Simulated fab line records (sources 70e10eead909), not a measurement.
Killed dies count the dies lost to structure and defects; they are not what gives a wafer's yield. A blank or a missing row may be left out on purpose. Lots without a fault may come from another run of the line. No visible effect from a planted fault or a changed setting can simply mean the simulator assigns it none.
Which tool is to blame? + flow nand-harc + 6 lots, 18 wafers sampled, at 4 steps of a route of 1159

## WHAT THE GAUGES SHOWED, per wafer
NHARC_P_GATE_CD_MEAS_59 targets a cd of 720 nm.
| lot  | measured     | on        | cd-nm (nm)        |
|------|--------------|-----------|-------------------|
| L638 | day 5 21:53  | cd-sem-02 | 718.5 718.1 717.7 |
| L641 | day 6 16:35  | cd-sem-03 | 719.5 718.8 721.6 |
| L650 | day 8 20:17  | cd-sem-03 | 716.8 717.5 720.2 |
| L655 | day 9 21:46  | cd-sem-02 | 719.8 720.4 722.0 |
| L656 | day 10 03:59 | cd-sem-03 | 715.4 716.2 716.3 |
| L659 | day 11 06:11 | cd-sem-03 | 719.9 720.6 719.5 |

## EACH LOT AND THE TOOL THAT RAN IT (in order: tool; ch and the chambers of the sampled wafers; start)
| lot  | NHARC_P_GATE_ETCH_104              | NHARC_P_GATE_ETCH_114                         | NHARC_P_GATE_EXPOSE_56            |
|------|------------------------------------|-----------------------------------------------|-----------------------------------|
| L638 | rie-diel-12 ch 0,1,3, day 5 08:23  | rie-diel-12 ch 1,3, day 5 21:44 or earlier    | krf-scanner-01 ch 0, day 5 21:44  |
| L641 | rie-diel-09 ch 0,1, day 6 03:09    | rie-diel-09 ch 0,1,2, day 6 16:26 or earlier  | krf-scanner-01 ch 0, day 6 16:26  |
| L650 | rie-diel-12 ch 1,2, day 8 06:25    | rie-diel-12 ch 0,2, day 8 20:08 or earlier    | krf-scanner-04 ch 0, day 8 20:08  |
| L655 | rie-diel-13 ch 1,2,3, day 9 08:19  | rie-diel-13 ch 1,2, day 9 21:36 or earlier    | krf-scanner-03 ch 0, day 9 21:36  |
| L656 | rie-diel-13 ch 1,3, day 9 14:20    | rie-diel-13 ch 0,2,3, day 10 03:50 or earlier | krf-scanner-04 ch 0, day 10 03:50 |
| L659 | rie-diel-13 ch 0,2,3, day 10 16:45 | rie-diel-13 ch 0,2,3, day 11 06:02 or earlier | krf-scanner-03 ch 0, day 11 06:02 |
- NHARC_P_GATE_ETCH_104: etches the open film in CF4/CHF3, target depth 60 nm.
- NHARC_P_GATE_ETCH_114: etches the open film in CF4/O2, target depth 30 nm, overetch 3 nm, time 16.5 s.
- NHARC_P_GATE_EXPOSE_56: exposes mask P PSD, target cd 720 nm.

## THE ANSWER, worked out from the rows above alone
Rule: the lots themselves supply what counts as usual. Put in order of their means at a reading, lots are off if they are a third of the lots or fewer, leave a main group of 4 or more, and stand apart from it by a gap of 3 or more times the standard deviation of the main group's means; of several such gaps the widest counts. The tables above print the reading to a certain number of digits; a main group whose means all agree to those digits is not used. A lot without any number at a reading at which 4 lots or more have one is off too. All remaining lots with rows at the step are treated as sound.
Across all readings shown, no lot is off: no conclusion can be drawn from this.

## WHAT THE SIMULATOR HAD PUT IN
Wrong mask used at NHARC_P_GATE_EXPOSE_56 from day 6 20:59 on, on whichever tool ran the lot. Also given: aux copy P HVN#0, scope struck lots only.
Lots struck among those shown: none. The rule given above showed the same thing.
